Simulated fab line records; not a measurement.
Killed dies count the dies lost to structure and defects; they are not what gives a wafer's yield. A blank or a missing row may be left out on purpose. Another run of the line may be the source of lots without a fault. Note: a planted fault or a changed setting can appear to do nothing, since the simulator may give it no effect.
Chamber matching | flow nand_harc | cmp-04 running NHARC_P_M1_CMP_23: 4 sister chambers
The step polishes, t overpolish 20 s, target thk 157.82 nm. 24 wafers are shown with their chamber, then 12 later ones without.

## WAFERS WITH THEIR CHAMBER
wafer  | chamber | motor_current_A (A) | time_to_endpoint_s (s)
L074.3 | 0       | 14.4                | 27.5
L074.4 | 2       | 11.8                | 29.1
L074.5 | 1       | 10.7                | 31.0
L075.2 | 1       | 11.4                | 28.6
L075.4 | 3       | 11.5                | 29.9
L075.5 | 1       | 10.2                | 27.4
L079.1 | 0       | 13.8                | 26.1
L079.4 | 3       | 11.0                | 31.6
L079.5 | 1       | 10.2                | 31.4
L078.1 | 0       | 14.1                | 24.9
L078.3 | 1       | 10.9                | 28.5
L078.4 | 3       | 11.5                | 29.3
L080.2 | 0       | 13.5                | 27.3
L080.5 | 0       | 14.0                | 28.7
L080.6 | 1       | 10.9                | 32.5
L083.3 | 3       | 11.3                | 29.7
L083.4 | 0       | 14.1                | 26.1
L083.5 | 3       | 10.8                | 32.7
L089.3 | 1       | 10.7                | 33.1
L089.5 | 1       | 10.6                | 30.8
L089.6 | 0       | 13.9                | 26.7
L091.3 | 3       | 10.9                | 34.3
L091.4 | 1       | 10.7                | 32.5
L091.5 | 2       | 12.8                | 30.3

SIGNATURES (averages over the wafers above)
reading            | chamber 0 | chamber 1 | chamber 2 | chamber 3 | scatter within a chamber
motor_current_A    | 13.971    | 10.700    | 12.300    | 11.167    | 0.356
time_to_endpoint_s | 26.757    | 30.644    | 29.700    | 31.250    | 1.76
Rule: a wafer lies at a distance from a chamber equal to the root of the sum of squares, over the readings, of (its reading less the chamber's mean, divided by the reading's scatter). If the next closest chamber is less than 2 further off than the closest, the wafer can't be placed; otherwise it belongs to the closest. The scatter is the square root of a quotient: the sum, over the shown wafers, of each reading's squared deviation from its chamber's mean, divided by wafers minus chambers.

## WAFERS MISSING THEIR CHAMBER
wafer  | motor_current_A (A) | time_to_endpoint_s (s)
L090.1 | 12.3                | 32.3
L090.4 | 13.9                | 28.1
L090.5 | 13.5                | 30.8
L093.1 | 11.3                | 32.2
L093.3 | 10.7                | 33.2
L093.5 | 11.0                | 34.5
L097.1 | 12.0                | 31.2
L097.2 | 10.7                | 29.9
L097.6 | 10.9                | 30.3
L095.1 | 11.9                | 32.0
L095.3 | 11.5                | 34.5
L095.5 | 11.2                | 37.3

## WHICH CHAMBER EACH WENT THROUGH
wafer  | from the rows above          | in truth
L090.1 | can't be placed: 2 or 3      | 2
L090.4 | 0                            | 0
L090.5 | can't be placed: 0 or 2      | 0
L093.1 | can't be placed: 3 or 1      | 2
L093.3 | can't be placed: 1 or 3      | 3
L093.5 | can't be placed: 3 or 1      | 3
L097.1 | can't be placed: 2 or 3      | 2
L097.2 | can't be placed: 1 or 3      | 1
L097.6 | can't be placed: 1 or 3      | 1
L095.1 | can't be placed: 2 or 3 or 1 | 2
L095.3 | can't be placed: 3 or 1 or 2 | 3
L095.5 | can't be placed: 3 or 1 or 2 | 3
1 of 12 placed correctly. Not placeable from these rows: 11 (in 10, the candidates include the true chamber). 0 placed wrongly.
